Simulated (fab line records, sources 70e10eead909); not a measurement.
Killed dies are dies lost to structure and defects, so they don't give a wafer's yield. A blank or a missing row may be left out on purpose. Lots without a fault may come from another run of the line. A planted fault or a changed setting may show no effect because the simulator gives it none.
Which tool did it? | flow nand_harc | 6 lots, 18 wafers sampled, at 5 steps of a route of 1302

WHAT THE GAUGES READ, wafer by wafer
NHARC_END_SORT_01.
lot | measured | on | killed_at_array

WHICH TOOL RAN EACH LOT (tool, then ch and the chambers of the sampled wafers, then the start)
lot  | NHARC_P_ZERO_WELL_RTA_42         | NHARC_P_STI_EXPOSE_06             | NHARC_P_STI_DESCUM_14             | NHARC_P_GATE_ETCHBACK_37
L731 | rtp_anneal-01 ch 0, day 2 23:01  | krf_scanner-02 ch 0, day 3 16:20  | rie_diel-01 ch 0,2,3, day 3 16:46 | rie_diel-12 ch 0,1,2, no start
L733 | rtp_anneal-01 ch 0, day 3 19:05  | krf_scanner-02 ch 0, day 4 12:31  | rie_diel-06 ch 1,2, day 4 12:56   | rie_diel-02 ch 1,2,3, no start
L736 | rtp_anneal-01 ch 0, day 5 01:01  | krf_scanner-01 ch 0, day 5 17:56  | rie_diel-06 ch 0,3, day 5 18:20   | rie_diel-09 ch 1,2,3, no start
L738 | rtp_anneal-01 ch 0, day 5 21:05  | krf_scanner-01 ch 0, day 6 13:49  | rie_diel-07 ch 1,2, day 6 14:13   | rie_diel-09 ch 0,1,3, no start
L750 | rtp_anneal-02 ch 0, day 10 21:41 | krf_scanner-01 ch 0, day 11 15:54 | rie_diel-06 ch 2,3, day 11 16:19  | rie_diel-09 ch 1,3, no start
L752 | rtp_anneal-02 ch 0, day 11 17:05 | krf_scanner-01 ch 0, day 12 10:08 | rie_diel-01 ch 0,3, day 12 10:32  | rie_diel-12 ch 0,1,3, no start
- NHARC_P_ZERO_WELL_RTA_42: time 300 s.
- NHARC_P_STI_EXPOSE_06: exposes mask P STI, target cd 200 nm.
- NHARC_P_STI_DESCUM_14: chemistry O2, time 3 s.
- NHARC_P_GATE_ETCHBACK_37: etches the open film in CHF3/O2, target depth 34.5 nm, time 17.2 s.

THE ANSWER, worked out from the rows above alone
Rule: what is usual is taken from the lots themselves. Put in order of their means at a reading, lots are off if they are a third of the lots or fewer, leave a main group of 4 or more, and stand apart from it by a gap of 3 or more times the standard deviation of the main group's means; of several such gaps the widest counts. A main group whose means are all the same, to the digits that the tables above print for the reading, isn't used. A lot without any number at a reading at which 4 lots or more have one is off too. The other lots that the step has rows for count as sound.
No lot is off at any reading shown: from this, nothing can be told.

WHAT THE SIMULATOR HAD PUT IN
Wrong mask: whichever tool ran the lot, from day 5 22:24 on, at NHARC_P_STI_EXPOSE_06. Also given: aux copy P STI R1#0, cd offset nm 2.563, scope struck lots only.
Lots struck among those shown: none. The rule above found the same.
